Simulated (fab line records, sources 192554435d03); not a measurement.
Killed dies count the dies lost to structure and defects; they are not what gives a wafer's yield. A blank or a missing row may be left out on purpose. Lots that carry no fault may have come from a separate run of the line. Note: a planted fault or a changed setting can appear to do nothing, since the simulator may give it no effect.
Matching of chambers ; flow n5-finfet ; N5_GATE_CUT_CMP_02 on cmp-03 has 4 sister chambers
The step polishes, stops on SiO2, t overpolish 12.7 s, target thk 0 nm. 8 wafers are shown with their chamber, then 8 later ones without.

== WAFERS PAIRED WITH THEIR CHAMBERS ==
wafer;chamber;time-to-endpoint-s (s);motor-current-A (A)
L082.5;1;27;7.7
L082.6;2;24;8.0
L085.1;3;29;8.5
L085.6;0;25;8.1
L088.3;3;26;9.0
L088.5;1;27;8.2
L088.6;0;20;7.9
L090.2;2;24;8.3

== WAFERS WITH NO CHAMBER GIVEN ==
wafer;time-to-endpoint-s (s);motor-current-A (A)
L090.3;25;7.7
L090.4;26;7.8
L093.1;31;8.9
L093.3;29;8.2
L093.5;25;7.5
L097.3;28;8.6
L097.5;29;8.1
L097.6;32;8.3

== WHICH CHAMBER EACH WENT THROUGH ==
wafer;from the rows above;in truth
L090.3;can't be placed: 1 or 0 or 2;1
L090.4;can't be placed: 1 or 2 or 0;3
L093.1;3;3
L093.3;can't be placed: 1 or 3 or 2 or 0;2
L093.5;can't be placed: 1 or 0 or 2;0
L097.3;can't be placed: 3 or 1 or 2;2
L097.5;can't be placed: 1 or 3 or 2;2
L097.6;can't be placed: 3 or 1 or 2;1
Correctly placed: 1 of 8. From these rows, 7 cannot be placed; in 6 the true chamber is one of the candidates. Placed wrongly: 0.
How it was worked out, from the rows above alone: a wafer's distance from a chamber is the root of the sum, over the readings, of the square of ((its reading less the chamber's mean) divided by the reading's scatter). If the next closest chamber is less than 2 further off than the closest, the wafer can't be placed; otherwise it belongs to the closest. A chamber's mean is the mean of its shown wafers. The scatter: take each reading less its chamber's mean, square it, sum over the shown wafers, divide by the number of wafers less the number of chambers, and take the root.
